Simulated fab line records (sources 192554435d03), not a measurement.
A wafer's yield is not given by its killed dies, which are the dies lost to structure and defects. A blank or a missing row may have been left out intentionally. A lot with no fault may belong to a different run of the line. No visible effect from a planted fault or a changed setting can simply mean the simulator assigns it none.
Split-lot study ; flow n5_finfet ; 21 wafers read across 7 lots, on a route 1938 steps long

== ON THE SPLIT ==
At N5_BEOL_M7_VIA_ETCH_34 (etches SiCOH lowk in C4F6/O2, target depth 125.5 nm, time 50.5 s), the setting source_w was moved away from the recipe's 345 W on 9 of the 21 wafers read, by -14.2% to +17.2%. This setting was run at the recipe's value on the other wafers.

The reading is taken at the split's own step.

== THE READING ==
SOC_of_BEOL_M7_COAT_63.thk_nm (the simulator's own value, which no gauge read), in nm, at N5_BEOL_M7_VIA_ETCH_34 (etches SiCOH lowk in C4F6/O2, target depth 125.5 nm, time 50.5 s). The file does not state a usual value for it. Average 54.0 nm, standard deviation 0.22 nm, over the 12 wafers here run with the recipe.

wafer;tool, chamber at the split;source_w as run, W;against the recipe;SOC_of_BEOL_M7_COAT_63.thk_nm, nm;against lot-mates on the recipe
L075.1;rie_diel-03, 2;365.4;+5.9%;53.6;-0.2
L075.2;rie_diel-03, 3;345;recipe;53.8;-
L075.6;rie_diel-03, 1;345;recipe;53.8;-
L083.1;rie_diel-04, 0;345;recipe;54.2;-
L083.3;rie_diel-04, 3;296.1;-14.2%;54.6;+0.4
L083.5;rie_diel-04, 2;296.1;-14.2%;54.6;+0.4
L092.1;rie_diel-04, 1;397.7;+15.3%;54;-0.2
L092.3;rie_diel-04, 0;397.7;+15.3%;54;-0.2
L092.4;rie_diel-04, 3;345;recipe;54.2;-
L091.1;rie_diel-03, 3;361.4;+4.8%;53.6;-0.2
L091.2;rie_diel-03, 1;361.4;+4.8%;53.6;-0.2
L091.3;rie_diel-03, 0;345;recipe;53.8;-
L095.3;rie_diel-04, 2;345;recipe;54.2;-
L095.4;rie_diel-04, 2;345;recipe;54.2;-
L095.5;rie_diel-04, 1;314.6;-8.8%;54.6;+0.4
L096.1;rie_diel-02, 3;345;recipe;54.2;-
L096.4;rie_diel-02, 3;345;recipe;54.2;-
L096.5;rie_diel-02, 0;345;recipe;54;-
L097.1;rie_diel-02, 3;345;recipe;53.8;-
L097.4;rie_diel-02, 0;345;recipe;53.6;-
L097.6;rie_diel-02, 1;404.2;+17.2%;53.4;-0.3

THE FIT
A straight line over all 21 wafers: SOC_of_BEOL_M7_COAT_63.thk_nm changes by -0.0301 nm for each +1% of source_w; r = -0.69; the points scatter about the line by 0.26 nm.
The same after taking each lot's own level away (the mean of its wafers on the recipe; 21 wafers): -0.0226 nm for each +1%; r = -0.90; scatter 0.092 nm.
On that fit, the largest move of source_w shifts the reading by 0.39 nm.
The span of the lots' own levels, 53.70 to 54.20 nm, comes to 2.3 times the standard deviation stated above.
So the lot-to-lot level blurs the effect unless lot-mates are compared.
Check: with one of the wafers moved furthest among these (+17.2%) left out of the fit, the line predicts -0.385 nm for it against its lot-mates. It came out at -0.3 nm against them.

== THE OTHER SPLITS THESE WAFERS WENT THROUGH ==
Other splits were also applied to these wafers ahead of the reading. Each is held against what the fit with the lots' levels taken away leaves over:
other split on the same wafers;wafers away from the commonest value;r with SOC_of_BEOL_M7_COAT_63.thk_nm (lot level and that fit taken away)
N5_BEOL_M4_COAT_62 spin_rpm;4;+0.24
N5_BEOL_M5_HM_DEP_02 target_thk_a;7;-0.31
N5_BEOL_M5_COAT_05 spin_rpm;4;+0.35

== THE WHOLE CHAIN: every reading that the file lists as answering this split, in the file's order ==
step;what it does;reading;change (the file's fit);r (the file's)
N5_BEOL_M7_VIA_ETCH_34;etches SiCOH lowk in C4F6/O2, target depth 125.5 nm, time 50.5 s;etch.depth_nm (the simulator's own value, which no gauge read);+0.458 nm for each +1% of the setting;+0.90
N5_BEOL_M7_VIA_ETCH_34;etches SiCOH lowk in C4F6/O2, target depth 125.5 nm, time 50.5 s;SOC_of_BEOL_M7_COAT_63.thk_nm (the simulator's own value, which no gauge read);-0.0226 nm for each +1% of the setting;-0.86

== FILE'S OWN FIT ==
SOC_of_BEOL_M7_COAT_63.thk_nm changes by -0.0226 nm for each +1% of source_w, r = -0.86.
